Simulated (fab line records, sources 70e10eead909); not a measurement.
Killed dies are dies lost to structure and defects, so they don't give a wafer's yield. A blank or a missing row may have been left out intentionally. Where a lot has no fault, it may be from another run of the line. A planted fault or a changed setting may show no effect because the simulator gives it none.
fab line records + flow nand_harc
record
- lots=5
- wafers=15
- last_day=33
route steps=1302 shown A_CONTACT@1080
lots that met no fault: taken from a fault-free run of the same line
start_h: the number of hours between the record's first day and the start of the first shown wafer of the lot + wait_h: hours since the lot's step before + " as in the row above + L1.1+2: one row covering several wafers at once + - no value, or no start was given + * or withheld: withheld + < > ~ a bound
route shown NAME@n: names a module that has steps shown in the file, with the first one's number in the route + usual: average and standard deviation across the fault-free wafers + same: alike in all rows + chamber/n: place in a boat + sites: per-site readings + _std_site: how widely they spread, as a standard deviation + _edge_site: the outer-site mean with the inner-site mean subtracted + radius_mm: for every site, how far away it sits from the centre of the wafer + mask NAME#n: copy n + behind: the tool/chamber that last shaped the wafer + hold: reason for holding the lot/hours on hold/outcome of the hold + device: which transistor (n, p or np) failed to switch + end of line: the same wafers' tests at the end of the route + where a step has no rows: the recipe by itself + killed: at the first sort, the dies lost to defects and structure; wafer yield is something else + map: a wafer's dies, marking killed ones x, the rest . and places with no die _
set.NAME: the setting that was run; set.NAME@STEP: the one run at that earlier step + model.NAME: the simulator's own value behind a step, which no gauge read
lots at some steps of the route; a table a step, a row a wafer
services: the hour from which a tool's chamber was out of use, counted from the record's first day as start_h (under 0 if before that day), plus the number of hours and why
## steps
# step NHARC_A_CONTACT_INSPECT_10
# usual
- raw_defect_count=79/31
| lot.wafer | tool              | chamber | start_h | wait_h | raw_defect_count |
|-----------|-------------------|---------|---------|--------|------------------|
| L420.1    | defect_inspect-02 | -       | 543.85  | 0.0    | 101              |
| L420.4    | "                 | -       | "       | "      | 106              |
| L420.5    | "                 | -       | "       | "      | 113              |
| L423.1    | defect_inspect-02 | -       | 603.87  | 0.0    | 37               |
| L423.2    | "                 | -       | "       | "      | 34               |
| L423.4    | "                 | -       | "       | "      | 26               |
| L426.3    | defect_inspect-01 | -       | 622.26  | 0.0    | 41               |
| L426.4    | "                 | -       | "       | "      | 44               |
| L426.5    | "                 | -       | "       | "      | 45               |
| L427.1    | defect_inspect-02 | -       | 635.78  | 0.0    | 102              |
| L427.2    | "                 | -       | "       | "      | 108              |
| L427.3    | "                 | -       | "       | "      | 101              |
| L436.1    | defect_inspect-01 | -       | 738.03  | 0.0    | 82               |
| L436.2    | "                 | -       | "       | "      | 78               |
| L436.3    | "                 | -       | "       | "      | 88               |
# step NHARC_A_CONTACT_DESCUM_13
# recipe
- time_s=3
- o2_flow_sccm=200
- ar_flow_sccm=0
- bias_power_w=0
- chemistry=O2
# step NHARC_A_CONTACT_ETCH_88
# recipe
- target_depth_a=390
- over_etch_frac=0.3
- time_s=65
- ion_energy_ev=80
- cf4_flow_sccm=150
- ar_flow_sccm=0
- rf_w=300
- bias_w=100
- chemistry=CF4
# step NHARC_A_CONTACT_ETCH_89
# recipe
- target_depth_a=2600
- over_etch_frac=0.3
- time_s=475.3
- ion_energy_ev=200
- n2_flow_sccm=150
- h2_flow_sccm=150
- ar_flow_sccm=0
- rf_w=400
- bias_w=150
- chemistry=N2/H2
# step NHARC_A_CONTACT_ETCH_30
# recipe
- target_depth_a=726
- time_s=36.3
- cf4_flow_sccm=100
- chf3_flow_sccm=30
- ar_flow_sccm=0
- rf_w=500
- bias_w=200
- chemistry=CF4/CHF3
# step NHARC_A_CONTACT_ETCH_31
# recipe
- target_depth_a=28000
- over_etch_frac=0.3
- time_s=728
- ion_energy_ev=150
- o2_flow_sccm=400
- cos_flow_sccm=20
- ar_flow_sccm=0
- rf_w=500
- bias_w=300
- chemistry=O2/COS
# usual
- drypump_motor_current_A=5.9/0.51
- oes_product_au=0.994/0.0096
- rf_vpp_V=314.4/2
- run_length_s=749.4/0.42
- showerhead_plenum_p_Torr=3.13/0.13
- throttle_valve_pct=28.330/0.0087
| lot.wafer | tool        | chamber | start_h | wait_h | drypump_motor_current_A | oes_product_au | rf_hours_counter_h | rf_vpp_V | run_length_s | showerhead_plenum_p_Torr | throttle_valve_pct |
|-----------|-------------|---------|---------|--------|-------------------------|----------------|--------------------|----------|--------------|--------------------------|--------------------|
| L420.1    | rie_diel-10 | 0       | -       | -      | 5.3                     | 0.988          | 27                 | 313.8    | 749.1        | 3.14                     | 28.318             |
| L420.4    | "           | 3       | "       | "      | 6.6                     | 1.012          | 26                 | 314.4    | 749.3        | 3.08                     | 28.326             |
| L420.5    | "           | 0       | "       | "      | 5.3                     | 0.996          | -                  | 315.1    | 749.2        | 3.14                     | 28.320             |
| L423.2    | rie_diel-13 | 3       | -       | -      | 5.6                     | 1.000          | 19                 | 311.7    | 749.8        | 2.94                     | 28.337             |
| L423.1    | "           | 1       | "       | "      | 5.4                     | 1.006          | 27                 | 312.0    | 749.3        | 2.93                     | 28.329             |
| L423.4    | "           | 2       | "       | "      | 6.6                     | 1.000          | 27                 | 314.3    | 748.7        | 3.01                     | 28.361             |
| L426.4    | rie_diel-03 | 0       | -       | -      | 5.5                     | 0.989          | 45                 | 312.5    | 748.4        | 2.98                     | 28.324             |
| L426.3    | "           | 3       | "       | "      | 5.3                     | 0.996          | 46                 | 315.7    | 749.3        | 3.32                     | 28.336             |
| L426.5    | "           | 1       | "       | "      | 5.3                     | 0.994          | -                  | 316.3    | 749.6        | 3.18                     | 28.319             |
| L427.3    | rie_diel-10 | 0       | -       | -      | 5.3                     | 0.993          | 6                  | 314.0    | 749.2        | 3.14                     | 28.325             |
| L427.1    | "           | 1       | "       | "      | 6.5                     | 0.983          | 6                  | 315.4    | 749.3        | 3.17                     | 28.330             |
| L427.2    | "           | 3       | "       | "      | 6.6                     | 1.005          | 6                  | 313.4    | 749.2        | 3.07                     | 28.319             |
| L436.3    | rie_diel-13 | 0       | -       | -      | 5.5                     | 0.992          | 12                 | 317.3    | 749.4        | 3.31                     | 28.332             |
| L436.1    | "           | 1       | "       | "      | 5.4                     | 1.000          | 12                 | 311.4    | 749.5        | 2.91                     | 28.321             |
| L436.2    | "           | 3       | "       | "      | 5.5                     | 0.985          | 1                  | 311.3    | 749.9        | 2.92                     | 28.318             |
# step NHARC_A_CONTACT_ETCH_134
# recipe
- source_w=withheld
- pressure_mtorr=20
- bias_v=withheld
- time_s=140
- target_depth_a=7000
- ar_flow_sccm=withheld
- c4f8_flow_sccm=withheld
- o2_flow_sccm=withheld
- chemistry=C4F8/O2/Ar
# usual
- run_length_s=141.5/0.44
| lot.wafer | tool            | chamber | start_h | wait_h | rf_hours_counter_h | run_length_s |
|-----------|-----------------|---------|---------|--------|--------------------|--------------|
| L420.1    | har_cap_etch-01 | 0       | 545.04  | -      | 8                  | 141.8        |
| L420.4    | "               | 1       | "       | "      | -                  | 141.5        |
| L420.5    | "               | 1       | "       | "      | -                  | 141.1        |
| L423.2    | har_cap_etch-01 | 1       | 605.38  | -      | 18                 | 141.0        |
| L423.1    | "               | 0       | "       | "      | 18                 | 141.6        |
| L423.4    | "               | 0       | "       | "      | -                  | 141.0        |
| L426.4    | har_cap_etch-02 | 1       | 623.58  | -      | -                  | 142.0        |
| L426.3    | "               | 0       | "       | "      | -                  | 142.3        |
| L426.5    | "               | 0       | "       | "      | -                  | 141.9        |
| L427.2    | har_cap_etch-03 | 0       | 636.96  | -      | 67                 | 141.4        |
| L427.1    | "               | 1       | "       | "      | 67                 | 141.7        |
| L427.3    | "               | 0       | "       | "      | -                  | 141.7        |
| L436.1    | har_cap_etch-03 | 0       | 739.21  | -      | 84                 | 141.2        |
| L436.2    | "               | 1       | "       | "      | 84                 | 141.1        |
| L436.3    | "               | 1       | "       | "      | -                  | 141.2        |
# step NHARC_A_CONTACT_ETCH_135
# recipe
- source_w=withheld
- pressure_mtorr=20
- bias_v=1200
- time_s=311
- target_depth_a=19120
- ar_flow_sccm=withheld
- c4f8_flow_sccm=withheld
- o2_flow_sccm=withheld
- chemistry=C4F8/O2/Ar
# step NHARC_A_CONTACT_ETCH_136
# recipe
- source_w=withheld
- pressure_mtorr=20
- bias_v=1200
- time_s=311
- target_depth_a=19120
- ar_flow_sccm=withheld
- c4f8_flow_sccm=withheld
- o2_flow_sccm=withheld
- chemistry=C4F8/O2/Ar
# usual
- run_length_s=311/0
| lot.wafer | tool            | chamber | start_h | wait_h | rf_hours_counter_h | run_length_s |
|-----------|-----------------|---------|---------|--------|--------------------|--------------|
| L420.1    | har_cap_etch-01 | 0       | 545.51  | 0.2    | 9                  | 311          |
| L420.4    | "               | 1       | "       | "      | -                  | 311          |
| L420.5    | "               | 1       | "       | "      | -                  | 311          |
| L423.2    | har_cap_etch-01 | 1       | 605.84  | 0.2    | 18                 | 311          |
| L423.1    | "               | 0       | "       | "      | 18                 | 311          |
| L423.4    | "               | 0       | "       | "      | -                  | 311          |
| L426.4    | har_cap_etch-02 | 1       | 624.08  | 0.2    | -                  | 311          |
| L426.3    | "               | 0       | "       | "      | -                  | 311          |
| L426.5    | "               | 0       | "       | "      | -                  | 311          |
| L427.2    | har_cap_etch-03 | 0       | 637.43  | 0.2    | 67                 | 311          |
| L427.1    | "               | 1       | "       | "      | 67                 | 311          |
| L427.3    | "               | 0       | "       | "      | -                  | 311          |
| L436.1    | har_cap_etch-03 | 0       | 739.69  | 0.2    | 85                 | 311          |
| L436.2    | "               | 1       | "       | "      | 85                 | 311          |
| L436.3    | "               | 1       | "       | "      | -                  | 311          |
# step NHARC_A_CONTACT_ETCH_137
# recipe
- source_w=withheld
- pressure_mtorr=20
- bias_v=1200
- time_s=311
- target_depth_a=19120
- ar_flow_sccm=withheld
- c4f8_flow_sccm=withheld
- o2_flow_sccm=withheld
- chemistry=C4F8/O2/Ar
# step NHARC_A_CONTACT_ETCH_138
# recipe
- source_w=withheld
- pressure_mtorr=20
- bias_v=1200
- time_s=311
- target_depth_a=19140
- ar_flow_sccm=withheld
- c4f8_flow_sccm=withheld
- o2_flow_sccm=withheld
- chemistry=C4F8/O2/Ar
# usual
- run_length_s=311/0
| lot.wafer | tool            | chamber | start_h | wait_h | rf_hours_counter_h | run_length_s |
|-----------|-----------------|---------|---------|--------|--------------------|--------------|
| L420.1    | har_cap_etch-01 | 0       | 546.05  | 0.2    | 9                  | 311          |
| L420.4    | "               | 1       | "       | "      | -                  | 311          |
| L420.5    | "               | 1       | "       | "      | -                  | 311          |
| L423.2    | har_cap_etch-01 | 1       | 606.38  | 0.2    | 19                 | 311          |
| L423.1    | "               | 0       | "       | "      | 19                 | 311          |
| L423.4    | "               | 0       | "       | "      | -                  | 311          |
| L426.4    | har_cap_etch-02 | 1       | 624.62  | 0.2    | -                  | 311          |
| L426.3    | "               | 0       | "       | "      | -                  | 311          |
| L426.5    | "               | 0       | "       | "      | -                  | 311          |
| L427.2    | har_cap_etch-03 | 0       | 637.97  | 0.2    | 68                 | 311          |
| L427.1    | "               | 1       | "       | "      | 68                 | 311          |
| L427.3    | "               | 0       | "       | "      | -                  | 311          |
| L436.1    | har_cap_etch-03 | 0       | 740.23  | 0.2    | 85                 | 311          |
| L436.2    | "               | 1       | "       | "      | 85                 | 311          |
| L436.3    | "               | 1       | "       | "      | -                  | 311          |
# step NHARC_A_CONTACT_ETCH_139
# recipe
- source_w=withheld
- pressure_mtorr=20
- bias_v=400
- time_s=195
- target_depth_a=8400
- ar_flow_sccm=withheld
- c4f8_flow_sccm=11.5
- o2_flow_sccm=7.2
- chemistry=C4F8/O2/Ar
# usual
- run_length_s=226.5/0.45
| lot.wafer | tool            | chamber | start_h | wait_h | rf_hours_counter_h | run_length_s |
|-----------|-----------------|---------|---------|--------|--------------------|--------------|
| L420.1    | har_cap_etch-01 | 0       | 546.33  | 0.2    | 9                  | 226.3        |
| L420.4    | "               | 1       | "       | "      | -                  | 225.8        |
| L420.5    | "               | 1       | "       | "      | -                  | 225.9        |
| L423.2    | har_cap_etch-01 | 1       | 606.66  | 0.2    | 19                 | 226.3        |
| L423.1    | "               | 0       | "       | "      | 19                 | 226.3        |
| L423.4    | "               | 0       | "       | "      | -                  | 226.6        |
| L426.4    | har_cap_etch-02 | 1       | 624.89  | 0.2    | -                  | 226.9        |
| L426.3    | "               | 0       | "       | "      | -                  | 226.8        |
| L426.5    | "               | 0       | "       | "      | -                  | 227.1        |
| L427.2    | har_cap_etch-03 | 0       | 638.25  | 0.2    | 68                 | 226.0        |
| L427.1    | "               | 1       | "       | "      | 68                 | 226.6        |
| L427.3    | "               | 0       | "       | "      | -                  | 226.2        |
| L436.1    | har_cap_etch-03 | 0       | 740.50  | 0.2    | 85                 | 226.1        |
| L436.2    | "               | 1       | "       | "      | 85                 | 226.7        |
| L436.3    | "               | 1       | "       | "      | -                  | 226.3        |
# step NHARC_A_CONTACT_ETCH_92
# recipe
- target_depth_a=400
- over_etch_frac=0.5
- time_s=85.7
- ion_energy_ev=120
- ch3f_flow_sccm=50
- o2_flow_sccm=30
- ar_flow_sccm=200
- rf_w=500
- bias_w=100
- chemistry=CH3F/O2
# usual
- drypump_motor_current_A=5.9/0.52
- oes_product_au=0.937/0.028
- rf_vpp_V=244.4/1.6
- run_length_s=107.1/0.42
- showerhead_plenum_p_Torr=2.46/0.1
- throttle_valve_pct=20.663/0.0091
| lot.wafer | tool        | chamber | start_h | wait_h | drypump_motor_current_A | oes_product_au | rf_hours_counter_h | rf_vpp_V | run_length_s | showerhead_plenum_p_Torr | throttle_valve_pct |
|-----------|-------------|---------|---------|--------|-------------------------|----------------|--------------------|----------|--------------|--------------------------|--------------------|
| L420.1    | rie_diel-10 | 0       | 546.89  | 0.5    | 5.3                     | 0.927          | 28                 | 244.2    | 106.8        | 2.47                     | 20.664             |
| L420.4    | "           | 2       | "       | "      | 5.8                     | 0.934          | 23                 | 244.4    | 107.4        | 2.60                     | 20.659             |
| L420.5    | "           | 1       | "       | "      | 6.5                     | 0.921          | -                  | 244.5    | 107.1        | 2.51                     | 20.661             |
| L423.2    | rie_diel-03 | 0       | 607.21  | 0.5    | 5.5                     | 0.932          | 42                 | 242.7    | 106.2        | 2.35                     | 20.657             |
| L423.1    | "           | 1       | "       | "      | 5.3                     | 0.914          | 48                 | 244.4    | 107.7        | 2.50                     | 20.662             |
| L423.4    | "           | 0       | "       | "      | 5.5                     | 0.918          | -                  | 243.3    | 106.2        | 2.35                     | 20.669             |
| L426.3    | rie_diel-10 | 1       | 625.38  | 0.4    | 6.5                     | 0.908          | 2                  | 245.5    | 106.8        | 2.50                     | 20.661             |
| L426.4    | "           | 2       | "       | "      | 5.8                     | 0.915          | 2                  | 246.7    | 107.3        | 2.60                     | 20.671             |
| L426.5    | "           | 3       | "       | "      | 6.5                     | 0.918          | -                  | 243.5    | 106.8        | 2.42                     | 20.641             |
| L427.1    | rie_diel-13 | 2       | 638.81  | 0.5    | 6.6                     | 0.927          | 37                 | 242.0    | 106.5        | 2.37                     | 20.658             |
| L427.3    | "           | 3       | "       | "      | 5.5                     | 0.921          | 28                 | 243.0    | 107.6        | 2.31                     | 20.665             |
| L427.2    | "           | 1       | "       | "      | 5.4                     | 0.930          | 38                 | 242.2    | 106.8        | 2.30                     | 20.661             |
| L436.2    | rie_diel-10 | 3       | 741.07  | 0.5    | 6.5                     | 0.941          | 21                 | 243.0    | 107.0        | 2.41                     | 20.664             |
| L436.3    | "           | 0       | "       | "      | 5.3                     | 0.948          | 22                 | 245.0    | 74.7         | 2.46                     | 20.661             |
| L436.1    | "           | 2       | "       | "      | 5.8                     | 0.923          | 24                 | 246.0    | 107.3        | 2.59                     | 20.654             |
# step NHARC_A_CONTACT_ETCH_98
# recipe
- target_depth_a=200
- over_etch_frac=0.5
- time_s=10
- ion_energy_ev=250
- c4f6_flow_sccm=25
- o2_flow_sccm=20
- ar_flow_sccm=500
- rf_w=600
- bias_w=500
- chemistry=C4F6/O2
## services
| tool            | chamber | start_h | hours | kind   |
|-----------------|---------|---------|-------|--------|
| rie_diel-13     | -       | 521.62  | 9.0   | pm     |
| har_cap_etch-02 | -       | 522.28  | 15.4  | repair |
| rie_diel-10     | 0       | 527.43  | -     | clean  |
| rie_diel-10     | 1       | 527.43  | -     | clean  |
| rie_diel-10     | 2       | 527.43  | -     | clean  |
| rie_diel-10     | 3       | 527.43  | -     | clean  |
| rie_diel-03     | -       | 533.13  | 0.7   | repair |
| har_cap_etch-03 | -       | 542.91  | 4.3   | repair |
| rie_diel-03     | 2       | 543.29  | 7.7   | repair |
| har_cap_etch-02 | -       | 555.04  | 11.3  | repair |
| rie_diel-10     | 0       | 565.13  | 10.6  | repair |
| rie_diel-10     | 1       | 570.87  | 4.5   | repair |
| rie_diel-10     | 3       | 596.81  | 1.9   | repair |
| rie_diel-10     | -       | 596.95  | 9.0   | pm     |
| rie_diel-03     | 2       | 625.40  | 19.0  | repair |
| rie_diel-03     | -       | 638.04  | 9.0   | pm     |
| rie_diel-10     | -       | 641.96  | 0.8   | repair |
| rie_diel-10     | 1       | 648.03  | 4.8   | repair |
| rie_diel-10     | 3       | 651.17  | 4.0   | repair |
| rie_diel-13     | -       | 698.62  | 9.0   | pm     |
| har_cap_etch-01 | -       | 708.57  | 0.4   | repair |
| rie_diel-13     | 3       | 712.09  | 16.9  | repair |
| har_cap_etch-02 | -       | 722.38  | 0.4   | repair |
| rie_diel-10     | 1       | 737.59  | 4.1   | repair |
## key
first_sign
- step=NHARC_A_CONTACT_ETCH_92
- reading=run_length_s
- direction=down
- sigmas=77
- usual=*
- struck=*
effect none on later readings
met_at NHARC_A_CONTACT_ETCH_92
struck_wafers L436.3
tester_left_out L436
onset_between 546.89 741.07
fault
- kind=process_parameter_drift
- tool=rie_diel-10
- chamber=0
- onset_h=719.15
- steps=NHARC_A_CONTACT_ETCH_92
- channel=time_s
- offset=*
- shape=step
- end_h=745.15
- acts_in=*
- stated=*
# tester_left_out: of these lots the tester's yield and bins aren't shown, on N5 and GAA mostly nor the transistor test; their killed dies are dies lost to structure and defects alone, not to doping, threshold or leakage, so they don't give the yield
